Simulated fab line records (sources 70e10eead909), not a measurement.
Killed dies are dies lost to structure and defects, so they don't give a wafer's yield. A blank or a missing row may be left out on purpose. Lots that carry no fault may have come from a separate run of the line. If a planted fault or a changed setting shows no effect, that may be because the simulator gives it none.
Chamber matching ; flow nand_harc ; 4 sister chambers for NHARC_A_CHANNEL_HOLE_D1_ETCH_39 on rie_diel-12
The step etches the open film in N2/H2, target depth 260 nm, time 325 s. 4 wafers are shown with their chamber, then 11 later ones without.

== WAFERS, EACH WITH ITS CHAMBER ==
wafer;chamber;drypump_motor_current_A (A)
L666.1;3;6.1
L666.2;0;6.5
L666.3;2;5.7
L667.4;1;5.2

== WAFERS WITH NO CHAMBER GIVEN ==
wafer;drypump_motor_current_A (A)
L667.5;5.2
L667.6;6.5
L675.1;5.1
L675.2;6.5
L675.5;6.5
L674.1;6.5
L674.4;5.1
L674.6;5.1
L677.1;5.1
L677.2;5.7
L677.4;6.5

== EACH ONE'S CHAMBER ==
wafer;from the rows above;in truth
L667.5;1;1
L667.6;0;0
L675.1;1;1
L675.2;0;0
L675.5;0;0
L674.1;0;0
L674.4;1;1
L674.6;1;1
L677.1;1;1
L677.2;2;2
L677.4;0;0
11 of 11 placed correctly. Can't be placed from these rows: 0. 0 placed wrongly.
How it was worked out, from the rows above alone: a wafer's distance from a chamber is the root of the sum, over the readings, of the square of ((its reading less the chamber's mean) divided by the reading's scatter). If the next closest chamber is less than 2 further off than the closest, the wafer can't be placed; otherwise it belongs to the closest. Each chamber's mean is taken over the wafers shown for it. The scatter (one wafer shown for each chamber): square how far every hidden wafer sits from the nearest shown wafer, average those squares and take the square root.
